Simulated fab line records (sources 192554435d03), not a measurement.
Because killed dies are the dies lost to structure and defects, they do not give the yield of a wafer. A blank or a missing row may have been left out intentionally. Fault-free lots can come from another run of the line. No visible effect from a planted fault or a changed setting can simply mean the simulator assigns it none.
Which tool was responsible? || flow n5 finfet || 24 lots with 72 wafers sampled at 5 steps, on a route of 1938 steps

== WHAT THE GAUGES SHOWED, per wafer ==
N5_STI_FIN_REVEAL_INSPECT_13: inspects for defects (darkfield).
{"lot": "L074", "measured": "day 2 14:26", "on": "defect inspect-02", "raw defect count": "6 7 6"}
{"lot": "L075", "measured": "day 2 19:00", "on": "defect inspect-02", "raw defect count": "16 11 18"}
{"lot": "L076", "measured": "day 3 01:33", "on": "defect inspect-02", "raw defect count": "13 8 11"}
{"lot": "L077", "measured": "day 3 06:56", "on": "defect inspect-02", "raw defect count": "21 19 21"}
{"lot": "L078", "measured": "day 3 17:43", "on": "defect inspect-02", "raw defect count": "11 17 7"}
{"lot": "L079", "measured": "day 3 22:29", "on": "defect inspect-01", "raw defect count": "6 6 3"}
{"lot": "L080", "measured": "day 4 02:35", "on": "defect inspect-01", "raw defect count": "13 3 6"}
{"lot": "L081", "measured": "day 4 08:22", "on": "defect inspect-01", "raw defect count": "6 8 14"}
{"lot": "L082", "measured": "day 4 13:55", "on": "defect inspect-01", "raw defect count": "6 16 11"}
{"lot": "L083", "measured": "day 4 19:28", "on": "defect inspect-01", "raw defect count": "12 13 27"}
{"lot": "L084", "measured": "day 5 04:45", "on": "defect inspect-02", "raw defect count": "10 13 11"}
{"lot": "L085", "measured": "day 5 08:56", "on": "defect inspect-02", "raw defect count": "10 8 7"}
{"lot": "L086", "measured": "day 5 16:31", "on": "defect inspect-01", "raw defect count": "15 10 7"}
{"lot": "L087", "measured": "day 5 20:25", "on": "defect inspect-01", "raw defect count": "3 6 9"}
{"lot": "L088", "measured": "day 6 03:10", "on": "defect inspect-02", "raw defect count": "13 5 10"}
{"lot": "L089", "measured": "day 6 08:36", "on": "defect inspect-01", "raw defect count": "12 9 16"}
{"lot": "L090", "measured": "day 6 12:43", "on": "defect inspect-02", "raw defect count": "9 16 8"}
{"lot": "L091", "measured": "day 6 19:01", "on": "defect inspect-01", "raw defect count": "9 18 17"}
{"lot": "L092", "measured": "day 7 03:31", "on": "defect inspect-02", "raw defect count": "14 17 18"}
{"lot": "L093", "measured": "day 7 09:57", "on": "defect inspect-01", "raw defect count": "9 17 12"}
{"lot": "L094", "measured": "day 7 15:35", "on": "defect inspect-02", "raw defect count": "3 6 4"}
{"lot": "L095", "measured": "day 7 20:09", "on": "defect inspect-02", "raw defect count": "10 3 7"}
{"lot": "L096", "measured": "day 8 03:05", "on": "defect inspect-01", "raw defect count": "12 15 18"}
{"lot": "L097", "measured": "day 8 08:56", "on": "defect inspect-02", "raw defect count": "11 16 6"}

N5_DUMMY_GATE_CD_MEAS_15: the cd target is 25.8 nm.
{"lot": "L074", "measured": "day 2 22:55", "on": "cd sem-02", "cd nm (nm)": "25.19 25.13 24.88"}
{"lot": "L075", "measured": "day 3 03:37", "on": "cd sem-02", "cd nm (nm)": "25.26 25.08 25.10"}
{"lot": "L076", "measured": "day 3 10:11", "on": "cd sem-02", "cd nm (nm)": "24.85 25.12 24.94"}
{"lot": "L077", "measured": "day 3 15:25", "on": "cd sem-01", "cd nm (nm)": "25.24 24.65 24.85"}
{"lot": "L078", "measured": "day 4 02:13", "on": "cd sem-03", "cd nm (nm)": "25.09 24.84 25.37"}
{"lot": "L079", "measured": "day 4 06:58", "on": "cd sem-02", "cd nm (nm)": "24.86 25.38 24.93"}
{"lot": "L080", "measured": "day 4 11:25", "on": "cd sem-01", "cd nm (nm)": "24.27 24.95 24.67"}
{"lot": "L081", "measured": "day 4 18:09", "on": "cd sem-01", "cd nm (nm)": "24.91 25.07 24.37"}
{"lot": "L082", "measured": "day 4 22:25", "on": "cd sem-01", "cd nm (nm)": "24.91 25.04 24.85"}
{"lot": "L083", "measured": "day 5 05:13", "on": "cd sem-01", "cd nm (nm)": "24.87 24.87 24.73"}
{"lot": "L084", "measured": "day 5 14:10", "on": "cd sem-03", "cd nm (nm)": "24.96 24.94 24.83"}
{"lot": "L085", "measured": "day 5 17:32", "on": "cd sem-03", "cd nm (nm)": "25.22 24.80 25.33"}
{"lot": "L086", "measured": "day 6 01:00", "on": "cd sem-03", "cd nm (nm)": "24.73 25.00 24.83"}
{"lot": "L087", "measured": "day 6 04:59", "on": "cd sem-03", "cd nm (nm)": "24.87 25.09 24.96"}
{"lot": "L088", "measured": "day 6 11:46", "on": "cd sem-03", "cd nm (nm)": "24.88 25.04 24.79"}
{"lot": "L089", "measured": "day 6 17:07", "on": "cd sem-02", "cd nm (nm)": "25.03 24.71 24.88"}
{"lot": "L090", "measured": "day 6 23:09", "on": "cd sem-03", "cd nm (nm)": "24.81 24.90 24.96"}
{"lot": "L091", "measured": "day 7 05:40", "on": "cd sem-02", "cd nm (nm)": "25.54 25.10 25.25"}
{"lot": "L092", "measured": "day 7 12:31", "on": "cd sem-03", "cd nm (nm)": "24.78 24.75 25.00"}
{"lot": "L093", "measured": "day 7 18:34", "on": "cd sem-01", "cd nm (nm)": "24.60 24.92 25.23"}
{"lot": "L094", "measured": "day 8 00:37", "on": "cd sem-03", "cd nm (nm)": "24.98 25.09 25.01"}
{"lot": "L095", "measured": "day 8 04:39", "on": "cd sem-03", "cd nm (nm)": "24.88 24.48 24.56"}
{"lot": "L096", "measured": "day 8 11:53", "on": "cd sem-03", "cd nm (nm)": "25.11 25.33 24.73"}
{"lot": "L097", "measured": "day 8 19:47", "on": "cd sem-03", "cd nm (nm)": "25.11 25.06 25.20"}

N5_DUMMY_GATE_INSPECT_27: inspects for defects (brightfield).
{"lot": "L074", "measured": "day 3 00:25", "on": "defect inspect-02", "raw defect count": "375 258 406"}
{"lot": "L075", "measured": "day 3 05:40", "on": "defect inspect-02", "raw defect count": "229 226 237"}
{"lot": "L076", "measured": "day 3 11:42", "on": "defect inspect-02", "raw defect count": "250 172 196"}
{"lot": "L077", "measured": "day 3 16:44", "on": "defect inspect-02", "raw defect count": "246 293 254"}
{"lot": "L078", "measured": "day 4 03:34", "on": "defect inspect-01", "raw defect count": "242 200 185"}
{"lot": "L079", "measured": "day 4 08:30", "on": "defect inspect-02", "raw defect count": "317 285 343"}
{"lot": "L080", "measured": "day 4 12:50", "on": "defect inspect-02", "raw defect count": "500 298 360"}
{"lot": "L081", "measured": "day 4 19:35", "on": "defect inspect-01", "raw defect count": "208 314 265"}
{"lot": "L082", "measured": "day 4 23:45", "on": "defect inspect-01", "raw defect count": "233 249 313"}
{"lot": "L083", "measured": "day 5 06:39", "on": "defect inspect-02", "raw defect count": "284 250 233"}
{"lot": "L084", "measured": "day 5 15:57", "on": "defect inspect-01", "raw defect count": "294 407 568"}
{"lot": "L085", "measured": "day 5 19:01", "on": "defect inspect-02", "raw defect count": "262 299 279"}
{"lot": "L086", "measured": "day 6 02:28", "on": "defect inspect-01", "raw defect count": "245 317 310"}
{"lot": "L087", "measured": "day 6 06:21", "on": "defect inspect-02", "raw defect count": "234 175 174"}
{"lot": "L088", "measured": "day 6 13:07", "on": "defect inspect-01", "raw defect count": "320 449 504"}
{"lot": "L089", "measured": "day 6 18:44", "on": "defect inspect-01", "raw defect count": "197 316 359"}
{"lot": "L090", "measured": "day 7 00:37", "on": "defect inspect-02", "raw defect count": "410 298 241"}
{"lot": "L091", "measured": "day 7 06:59", "on": "defect inspect-02", "raw defect count": "395 463 572"}
{"lot": "L092", "measured": "day 7 14:04", "on": "defect inspect-01", "raw defect count": "307 412 286"}
{"lot": "L093", "measured": "day 7 20:08", "on": "defect inspect-02", "raw defect count": "324 403 406"}
{"lot": "L094", "measured": "day 8 01:56", "on": "defect inspect-01", "raw defect count": "323 348 358"}
{"lot": "L095", "measured": "day 8 06:02", "on": "defect inspect-01", "raw defect count": "315 474 349"}
{"lot": "L096", "measured": "day 8 13:25", "on": "defect inspect-02", "raw defect count": "363 363 383"}
{"lot": "L097", "measured": "day 8 21:10", "on": "defect inspect-01", "raw defect count": "227 406 264"}

== EACH LOT AND THE TOOL THAT RAN IT (in order: tool; ch and the chambers of the sampled wafers; start) ==
{"lot": "L074", "N5_FIN_CUT_ETCH_21": "rie diel-02 ch 0,1,3, day 2 04:40", "N5_STI_FIN_REVEAL_OXIDATION_31": "plasma asher-01 ch 0,1, day 2 13:47"}
{"lot": "L075", "N5_FIN_CUT_ETCH_21": "rie diel-02 ch 2,3, day 2 08:46", "N5_STI_FIN_REVEAL_OXIDATION_31": "plasma asher-02 ch 1, day 2 18:11"}
{"lot": "L076", "N5_FIN_CUT_ETCH_21": "rie diel-05 ch 0,1,3, day 2 15:16", "N5_STI_FIN_REVEAL_OXIDATION_31": "plasma asher-02 ch 0,1, day 3 00:46"}
{"lot": "L077", "N5_FIN_CUT_ETCH_21": "rie diel-02 ch 1,2,3, day 2 20:27", "N5_STI_FIN_REVEAL_OXIDATION_31": "plasma asher-02 ch 0,1, day 3 06:18"}
{"lot": "L078", "N5_FIN_CUT_ETCH_21": "rie diel-05 ch 2,3, day 3 04:34", "N5_STI_FIN_REVEAL_OXIDATION_31": "plasma asher-01 ch 0,1, day 3 17:05"}
{"lot": "L079", "N5_FIN_CUT_ETCH_21": "rie diel-01 ch 0,2,3, day 3 11:01", "N5_STI_FIN_REVEAL_OXIDATION_31": "plasma asher-02 ch 0,1, day 3 21:47"}
{"lot": "L080", "N5_FIN_CUT_ETCH_21": "rie diel-02 ch 2,3, day 3 16:32", "N5_STI_FIN_REVEAL_OXIDATION_31": "plasma asher-01 ch 0,1, day 4 01:50"}
{"lot": "L081", "N5_FIN_CUT_ETCH_21": "rie diel-05 ch 0,1,2, day 3 22:01", "N5_STI_FIN_REVEAL_OXIDATION_31": "plasma asher-01 ch 0,1, day 4 07:42"}
{"lot": "L082", "N5_FIN_CUT_ETCH_21": "rie diel-05 ch 2,3, day 4 03:46", "N5_STI_FIN_REVEAL_OXIDATION_31": "plasma asher-02 ch 0,1, day 4 13:15"}
{"lot": "L083", "N5_FIN_CUT_ETCH_21": "rie diel-01 ch 0,2, day 4 09:40", "N5_STI_FIN_REVEAL_OXIDATION_31": "plasma asher-01 ch 0,1, day 4 18:50"}
{"lot": "L084", "N5_FIN_CUT_ETCH_21": "rie diel-02 ch 0,2,3, day 4 17:19", "N5_STI_FIN_REVEAL_OXIDATION_31": "plasma asher-01 ch 0,1, day 5 04:07"}
{"lot": "L085", "N5_FIN_CUT_ETCH_21": "rie diel-02 ch 0,2, day 4 21:35", "N5_STI_FIN_REVEAL_OXIDATION_31": "plasma asher-02 ch 0,1, day 5 08:18"}
{"lot": "L086", "N5_FIN_CUT_ETCH_21": "rie diel-01 ch 1,2,3, day 5 06:36", "N5_STI_FIN_REVEAL_OXIDATION_31": "plasma asher-01 ch 0,1, day 5 15:53"}
{"lot": "L087", "N5_FIN_CUT_ETCH_21": "rie diel-05 ch 0,1,3, day 5 10:34", "N5_STI_FIN_REVEAL_OXIDATION_31": "plasma asher-02 ch 0,1, day 5 19:46"}
{"lot": "L088", "N5_FIN_CUT_ETCH_21": "rie diel-02 ch 2,3, day 5 15:39", "N5_STI_FIN_REVEAL_OXIDATION_31": "plasma asher-01 ch 0,1, day 6 02:11"}
{"lot": "L089", "N5_FIN_CUT_ETCH_21": "rie diel-01 ch 1,2,3, day 5 23:01", "N5_STI_FIN_REVEAL_OXIDATION_31": "plasma asher-01 ch 0,1, day 6 07:55"}
{"lot": "L090", "N5_FIN_CUT_ETCH_21": "rie diel-05 ch 0,2,3, day 6 03:09", "N5_STI_FIN_REVEAL_OXIDATION_31": "plasma asher-02 ch 0,1, day 6 12:05"}
{"lot": "L091", "N5_FIN_CUT_ETCH_21": "rie diel-01 ch 1,2, day 6 09:10", "N5_STI_FIN_REVEAL_OXIDATION_31": "plasma asher-01 ch 0,1, day 6 18:22"}
{"lot": "L092", "N5_FIN_CUT_ETCH_21": "rie diel-05 ch 0,2, day 6 16:05", "N5_STI_FIN_REVEAL_OXIDATION_31": "plasma asher-01 ch 0,1, day 7 02:51"}
{"lot": "L093", "N5_FIN_CUT_ETCH_21": "rie diel-05 ch 0,3, day 6 22:15", "N5_STI_FIN_REVEAL_OXIDATION_31": "plasma asher-01 ch 0, day 7 09:17"}
{"lot": "L094", "N5_FIN_CUT_ETCH_21": "rie diel-02 ch 0,1,2, day 7 04:02", "N5_STI_FIN_REVEAL_OXIDATION_31": "plasma asher-02 ch 0,1, day 7 14:38"}
{"lot": "L095", "N5_FIN_CUT_ETCH_21": "rie diel-01 ch 0,2, day 7 10:19", "N5_STI_FIN_REVEAL_OXIDATION_31": "plasma asher-01 ch 0, day 7 19:29"}
{"lot": "L096", "N5_FIN_CUT_ETCH_21": "rie diel-01 ch 0,1,3, day 7 15:43", "N5_STI_FIN_REVEAL_OXIDATION_31": "plasma asher-01 ch 0,1, day 8 02:26"}
{"lot": "L097", "N5_FIN_CUT_ETCH_21": "rie diel-01 ch 0,1,2, day 7 21:33", "N5_STI_FIN_REVEAL_OXIDATION_31": "plasma asher-02 ch 0,1, day 8 08:19"}
- N5_FIN_CUT_ETCH_21: etches SOC in N2/H2, target depth 219 nm, overetch 43.8 nm, time 523.5 s.
- N5_STI_FIN_REVEAL_OXIDATION_31: chemistry O2 PLASMA REMOTE, time 20 s.

== AS READ BY THE TOOLS THEMSELVES (means over the sampled wafers that have a number; for cases with no such wafer, the mark the record gives instead) ==
N5_FIN_CUT_ETCH_21.
{"lot": "L074", "tool": "rie diel-02", "drypump motor current A (A)": 5.9, "oes product au (a.u.)": 0.70, "rf vpp V (V)": 240.7, "showerhead plenum p Torr (Torr)": 2.54, "throttle valve pct (%)": 17.68}
{"lot": "L075", "tool": "rie diel-02", "drypump motor current A (A)": 5.6, "oes product au (a.u.)": 0.70, "rf vpp V (V)": 239.9, "showerhead plenum p Torr (Torr)": 2.48, "throttle valve pct (%)": 17.82}
{"lot": "L076", "tool": "rie diel-05", "drypump motor current A (A)": 5.7, "oes product au (a.u.)": 0.74, "rf vpp V (V)": 241.5, "showerhead plenum p Torr (Torr)": 2.59, "throttle valve pct (%)": 17.89}
{"lot": "L077", "tool": "rie diel-02", "drypump motor current A (A)": 5.7, "oes product au (a.u.)": 0.69, "rf vpp V (V)": 240.4, "showerhead plenum p Torr (Torr)": 2.54, "throttle valve pct (%)": 17.71}
{"lot": "L078", "tool": "rie diel-05", "drypump motor current A (A)": 5.6, "oes product au (a.u.)": 0.69, "rf vpp V (V)": 241.6, "showerhead plenum p Torr (Torr)": 2.64, "throttle valve pct (%)": 17.78}
{"lot": "L079", "tool": "rie diel-01", "drypump motor current A (A)": 5.7, "oes product au (a.u.)": 0.71, "rf vpp V (V)": 239.5, "showerhead plenum p Torr (Torr)": 2.51, "throttle valve pct (%)": 17.86}
{"lot": "L080", "tool": "rie diel-02", "drypump motor current A (A)": 5.2, "oes product au (a.u.)": 0.69, "rf vpp V (V)": 240.2, "showerhead plenum p Torr (Torr)": 2.51, "throttle valve pct (%)": 17.76}
{"lot": "L081", "tool": "rie diel-05", "drypump motor current A (A)": 5.7, "oes product au (a.u.)": 0.73, "rf vpp V (V)": 241.2, "showerhead plenum p Torr (Torr)": 2.59, "throttle valve pct (%)": 17.87}
{"lot": "L082", "tool": "rie diel-05", "drypump motor current A (A)": 5.6, "oes product au (a.u.)": 0.68, "rf vpp V (V)": 242.2, "showerhead plenum p Torr (Torr)": 2.64, "throttle valve pct (%)": 17.85}
{"lot": "L083", "tool": "rie diel-01", "drypump motor current A (A)": 6.0, "oes product au (a.u.)": 0.71, "rf vpp V (V)": 241.2, "showerhead plenum p Torr (Torr)": 2.58, "throttle valve pct (%)": 17.86}
{"lot": "L084", "tool": "rie diel-02", "drypump motor current A (A)": 5.5, "oes product au (a.u.)": 0.69, "rf vpp V (V)": 240.9, "showerhead plenum p Torr (Torr)": 2.51, "throttle valve pct (%)": 17.75}
{"lot": "L085", "tool": "rie diel-02", "drypump motor current A (A)": 5.5, "oes product au (a.u.)": 0.70, "rf vpp V (V)": 240.5, "showerhead plenum p Torr (Torr)": 2.54, "throttle valve pct (%)": 17.65}
{"lot": "L086", "tool": "rie diel-01", "drypump motor current A (A)": 5.8, "oes product au (a.u.)": 0.75, "rf vpp V (V)": 240.2, "showerhead plenum p Torr (Torr)": 2.56, "throttle valve pct (%)": 17.85}
{"lot": "L087", "tool": "rie diel-05", "drypump motor current A (A)": 5.7, "oes product au (a.u.)": 0.72, "rf vpp V (V)": 241.7, "showerhead plenum p Torr (Torr)": 2.58, "throttle valve pct (%)": 17.93}
{"lot": "L088", "tool": "rie diel-02", "drypump motor current A (A)": 5.6, "oes product au (a.u.)": 0.68, "rf vpp V (V)": 240.5, "showerhead plenum p Torr (Torr)": 2.47, "throttle valve pct (%)": 17.87}
{"lot": "L089", "tool": "rie diel-01", "drypump motor current A (A)": 5.8, "oes product au (a.u.)": 0.73, "rf vpp V (V)": 240.1, "showerhead plenum p Torr (Torr)": 2.56, "throttle valve pct (%)": 17.86}
{"lot": "L090", "tool": "rie diel-05", "drypump motor current A (A)": 5.7, "oes product au (a.u.)": 0.70, "rf vpp V (V)": 242.2, "showerhead plenum p Torr (Torr)": 2.65, "throttle valve pct (%)": 17.78}
{"lot": "L091", "tool": "rie diel-01", "drypump motor current A (A)": 6.1, "oes product au (a.u.)": 0.73, "rf vpp V (V)": 241.7, "showerhead plenum p Torr (Torr)": 2.63, "throttle valve pct (%)": 17.85}
{"lot": "L092", "tool": "rie diel-05", "drypump motor current A (A)": 5.7, "oes product au (a.u.)": 0.72, "rf vpp V (V)": 241.9, "showerhead plenum p Torr (Torr)": 2.65, "throttle valve pct (%)": 17.74}
{"lot": "L093", "tool": "rie diel-05", "drypump motor current A (A)": 5.7, "oes product au (a.u.)": 0.70, "rf vpp V (V)": 242.3, "showerhead plenum p Torr (Torr)": 2.65, "throttle valve pct (%)": 17.83}
{"lot": "L094", "tool": "rie diel-02", "drypump motor current A (A)": 5.7, "oes product au (a.u.)": 0.68, "rf vpp V (V)": 241.0, "showerhead plenum p Torr (Torr)": 2.56, "throttle valve pct (%)": 17.66}
{"lot": "L095", "tool": "rie diel-01", "drypump motor current A (A)": 6.0, "oes product au (a.u.)": 0.69, "rf vpp V (V)": 241.6, "showerhead plenum p Torr (Torr)": 2.57, "throttle valve pct (%)": 17.90}
{"lot": "L096", "tool": "rie diel-01", "drypump motor current A (A)": 5.8, "oes product au (a.u.)": 0.74, "rf vpp V (V)": 240.1, "showerhead plenum p Torr (Torr)": 2.49, "throttle valve pct (%)": 17.88}
{"lot": "L097", "tool": "rie diel-01", "drypump motor current A (A)": 6.2, "oes product au (a.u.)": 0.74, "rf vpp V (V)": 240.9, "showerhead plenum p Torr (Torr)": 2.56, "throttle valve pct (%)": 17.86}

N5_STI_FIN_REVEAL_OXIDATION_31.
{"lot": "L074", "tool": "plasma asher-01", "drypump motor current A (A)": 5.72, "heater power w (W)": 133, "temp c max": 150.44}
{"lot": "L075", "tool": "plasma asher-02", "drypump motor current A (A)": 5.94, "heater power w (W)": 131, "temp c max": 151.18}
{"lot": "L076", "tool": "plasma asher-02", "drypump motor current A (A)": 5.86, "heater power w (W)": 127, "temp c max": 150.84}
{"lot": "L077", "tool": "plasma asher-02", "drypump motor current A (A)": 5.77, "heater power w (W)": 123, "temp c max": 150.80}
{"lot": "L078", "tool": "plasma asher-01", "drypump motor current A (A)": 5.77, "heater power w (W)": 133, "temp c max": 150.44}
{"lot": "L079", "tool": "plasma asher-02", "drypump motor current A (A)": 5.74, "heater power w (W)": 123, "temp c max": 150.71}
{"lot": "L080", "tool": "plasma asher-01", "drypump motor current A (A)": 5.76, "heater power w (W)": 133, "temp c max": 150.41}
{"lot": "L081", "tool": "plasma asher-01", "drypump motor current A (A)": 5.73, "heater power w (W)": 131, "temp c max": 150.57}
{"lot": "L082", "tool": "plasma asher-02", "drypump motor current A (A)": 5.83, "heater power w (W)": 125, "temp c max": 151.19}
{"lot": "L083", "tool": "plasma asher-01", "drypump motor current A (A)": 5.76, "heater power w (W)": 130, "temp c max": 150.46}
{"lot": "L084", "tool": "plasma asher-01", "drypump motor current A (A)": 5.72, "heater power w (W)": 130, "temp c max": 150.33}
{"lot": "L085", "tool": "plasma asher-02", "drypump motor current A (A)": 5.75, "heater power w (W)": 121, "temp c max": 150.82}
{"lot": "L086", "tool": "plasma asher-01", "drypump motor current A (A)": 5.70, "heater power w (W)": 128, "temp c max": 150.46}
{"lot": "L087", "tool": "plasma asher-02", "drypump motor current A (A)": 5.86, "heater power w (W)": 126, "temp c max": 150.77}
{"lot": "L088", "tool": "plasma asher-01", "drypump motor current A (A)": 5.71, "heater power w (W)": 131, "temp c max": 150.47}
{"lot": "L089", "tool": "plasma asher-01", "drypump motor current A (A)": 5.73, "heater power w (W)": 131, "temp c max": 150.45}
{"lot": "L090", "tool": "plasma asher-02", "drypump motor current A (A)": 5.85, "heater power w (W)": 129, "temp c max": 151.08}
{"lot": "L091", "tool": "plasma asher-01", "drypump motor current A (A)": 5.75, "heater power w (W)": 129, "temp c max": 150.50}
{"lot": "L092", "tool": "plasma asher-01", "drypump motor current A (A)": 5.77, "heater power w (W)": 132, "temp c max": 150.64}
{"lot": "L093", "tool": "plasma asher-01", "drypump motor current A (A)": 5.82, "heater power w (W)": 133, "temp c max": 150.66}
{"lot": "L094", "tool": "plasma asher-02", "drypump motor current A (A)": 5.84, "heater power w (W)": 127, "temp c max": 150.85}
{"lot": "L095", "tool": "plasma asher-01", "drypump motor current A (A)": 5.81, "heater power w (W)": 131, "temp c max": 150.39}
{"lot": "L096", "tool": "plasma asher-01", "drypump motor current A (A)": 5.77, "heater power w (W)": 131, "temp c max": 150.40}
{"lot": "L097", "tool": "plasma asher-02", "drypump motor current A (A)": 5.76, "heater power w (W)": 123, "temp c max": 150.79}

== THE ANSWER, worked out from the rows above alone ==
Rule: the usual values come from the lots themselves. Put in order of their means at a reading, lots are off if they are a third of the lots or fewer, leave a main group of 4 or more, and stand apart from it by a gap of 3 or more times the standard deviation of the main group's means; of several such gaps the widest counts. Not used: any main group whose means are identical at the precision the tables above print for the reading. A lot without any number at a reading at which 4 lots or more have one is off too. Any other lot the step has rows for is counted as sound. First the gauges in route order, then the tools' own readings, where a lot's mean is used as printed above. At the first step where some lot is off, the reading lying furthest off is the one used; lots without a number count as furthest.
No lot is off at any reading shown: from this, nothing can be told.

== WHAT WAS PUT IN BY THE SIMULATOR ==
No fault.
